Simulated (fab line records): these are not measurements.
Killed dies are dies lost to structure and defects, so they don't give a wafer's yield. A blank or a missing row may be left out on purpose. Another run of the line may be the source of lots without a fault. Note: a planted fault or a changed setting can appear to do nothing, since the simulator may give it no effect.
Chamber matching    flow nandHarc    NHARC_A_STAIRCASE_DEP_259 on pecvd-01: 3 sister chambers
The step deposits SiON, target thk 30 nm. 18 wafers are shown with their chamber, then 9 later ones without.

WAFERS PAIRED WITH THEIR CHAMBERS
wafer   chamber  heaterPowerW (W)  rfFwdPowerW (W)
L074.1  0        993               350.5
L074.4  0        985               351.0
L074.5  1        687               348.4
L076.2  0        908               347.7
L076.3  1        714               350.4
L076.4  0        901               348.3
L080.4  2        603               350.1
L080.5  2        631               349.4
L080.6  0        988               350.1
L085.2  0        927               349.2
L085.3  1        635               348.4
L085.4  0        940               349.4
L086.1  2        580               349.5
L086.4  2        577               348.3
L086.6  0        908               347.9
L089.3  0        925               346.6
L089.4  0        911               349.3
L089.5  2        468               348.8

SIGNATURES (means of the wafers above)
reading       chamber 0  chamber 1  chamber 2  scatter within a chamber
heaterPowerW  938.60     678.67     571.80     45.1
rfFwdPowerW   349.000    349.067    349.220    1.2
Rule: distance of a wafer from a chamber = root of the sum over the readings of ((wafer's reading minus chamber's mean) / reading's scatter) squared. The wafer belongs to the nearest chamber; if the next one is less than 2 further off, it can't be placed. The scatter: the root of (the sum of the squares of (reading less its chamber's mean) over the shown wafers, divided by (wafers less chambers)).

WAFERS WHOSE CHAMBER IS MISSING
wafer   heaterPowerW (W)  rfFwdPowerW (W)
L096.1  782               348.9
L096.5  783               349.8
L096.6  571               350.9
L095.2  472               348.8
L095.5  476               350.0
L095.6  781               348.1
L097.1  754               348.3
L097.4  735               347.7
L097.5  840               348.3

EACH ONE'S CHAMBER
wafer   from the rows above      in truth
L096.1  can't be placed: 1 or 0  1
L096.5  can't be placed: 1 or 0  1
L096.6  can't be placed: 2 or 1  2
L095.2  2                        2
L095.5  2                        2
L095.6  can't be placed: 1 or 0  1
L097.1  1                        1
L097.4  1                        1
L097.5  can't be placed: 0 or 1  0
Correct placement for 4 of the 9. Unplaceable from these rows: 5, with the true chamber sitting among the candidates in 5. Placed wrongly: 0.
